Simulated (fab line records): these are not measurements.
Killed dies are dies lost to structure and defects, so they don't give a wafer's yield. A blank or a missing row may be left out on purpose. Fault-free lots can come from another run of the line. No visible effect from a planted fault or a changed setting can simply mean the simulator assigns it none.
Split-lot study + flow n5_finfet + 21 wafers read across 7 lots, on a route 1938 steps long

SPLIT DETAILS
At N5_PASSIVATION_EXPOSE_07 (exposes mask TV, defocus 0 nm, target cd 3000 nm), the setting dose_mj was moved away from the recipe's 22.75 on 5 of the 21 wafers read, by -2.6% to +6.9%. All remaining wafers had this setting at the recipe value.

FROM THE SPLIT TO THE READING: what the file shows between them, 3 steps
- N5_PASSIVATION_PEB_08
- N5_PASSIVATION_DEVELOP_09: develop time 60 s
- N5_PASSIVATION_HARDBAKE_11: time 120 s

THE READING
cd_nm, in nm, at N5_PASSIVATION_CD_MEAS_10 (target cd 3000 nm). A value of 2999.9 nm with a standard deviation of 2 nm is what fault-free wafers of this fab line usually give.

| wafer  | tool, chamber at the split | dose_mj as run | against the recipe | cd_nm, nm | against lot-mates on the recipe |
|--------|----------------------------|----------------|--------------------|-----------|---------------------------------|
| L076.1 | krf_scanner-01, 0          | 22.75          | recipe             | 3001.2    | -                               |
| L076.2 | krf_scanner-01, 0          | 22.75          | recipe             | 2997.4    | -                               |
| L076.4 | krf_scanner-01, 0          | 22.75          | recipe             | 2999.8    | -                               |
| L075.1 | krf_scanner-02, 0          | 22.75          | recipe             | 2999.3    | -                               |
| L075.3 | krf_scanner-02, 0          | 22.75          | recipe             | 2998.6    | -                               |
| L075.5 | krf_scanner-02, 0          | 22.15          | -2.6%              | 2993.0    | -5.9                            |
| L079.1 | krf_scanner-02, 0          | 22.75          | recipe             | 3000.1    | -                               |
| L079.2 | krf_scanner-02, 0          | 23.51          | +3.3%              | 3006.0    | +5.8                            |
| L079.4 | krf_scanner-02, 0          | 22.75          | recipe             | 3000.3    | -                               |
| L084.4 | krf_scanner-01, 0          | 22.75          | recipe             | 3002.7    | -                               |
| L084.5 | krf_scanner-01, 0          | 22.75          | recipe             | 3000.0    | -                               |
| L084.6 | krf_scanner-01, 0          | 22.75          | recipe             | 2997.6    | -                               |
| L088.1 | krf_scanner-01, 0          | 24.33          | +6.9%              | 3012.5    | +14.8                           |
| L088.2 | krf_scanner-01, 0          | 22.75          | recipe             | 2996.7    | -                               |
| L088.4 | krf_scanner-01, 0          | 22.75          | recipe             | 2998.7    | -                               |
| L094.1 | krf_scanner-02, 0          | 22.75          | recipe             | 2998.7    | -                               |
| L094.5 | krf_scanner-02, 0          | 22.75          | recipe             | 2999.4    | -                               |
| L094.6 | krf_scanner-02, 0          | 22.75          | recipe             | 3001.8    | -                               |
| L096.1 | krf_scanner-02, 0          | 24.01          | +5.5%              | 3008.9    | +10.1                           |
| L096.4 | krf_scanner-02, 0          | 24.01          | +5.5%              | 3011.4    | +12.6                           |
| L096.6 | krf_scanner-02, 0          | 22.75          | recipe             | 2998.8    | -                               |

THE FIT
A straight line over all 21 wafers: cd_nm changes by +1.96 nm for each +1% of dose_mj; r = +0.95; the points scatter about the line by 1.5 nm.
The same after taking each lot's own level away (the mean of its wafers on the recipe; 21 wafers): +2.07 nm for each +1%; r = +0.97; scatter 1.3 nm.
On that fit, the largest move of dose_mj shifts the reading by 14 nm.
Across the lots, their own levels run from 2997.70 to 3000.20 nm, a range of 1.2 times the standard deviation given above.
The two slopes agree, so the slope changes little with the lot-to-lot level.
Check: with one of the wafers moved furthest among these (+6.9%) left out of the fit, the line predicts +14.1 nm for it against its lot-mates. Against them it came out at +14.8 nm.

OTHER SPLITS ON THESE WAFERS
Note: prior to the reading, these wafers also went through further splits. Each is held against what the fit with the lots' levels taken away leaves over:
| other split on the same wafers    | wafers away from the commonest value | r with cd_nm (lot level and that fit taken away) |
|-----------------------------------|--------------------------------------|--------------------------------------------------|
| N5_BEOL_M14_EXPOSE_25 dose_mj     | 6                                    | +0.02                                            |
| N5_BEOL_M14_ETCH_68 time_s        | 7                                    | -0.02                                            |
| N5_BEOL_M15_PEB_26 peb_time_s     | 4                                    | -0.14                                            |
| N5_BEOL_M15_TRENCH_ETCH_34 time_s | 6                                    | +0.09                                            |

FILE'S OWN FIT
cd_nm changes by +2.07 nm for each +1% of dose_mj, r = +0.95.
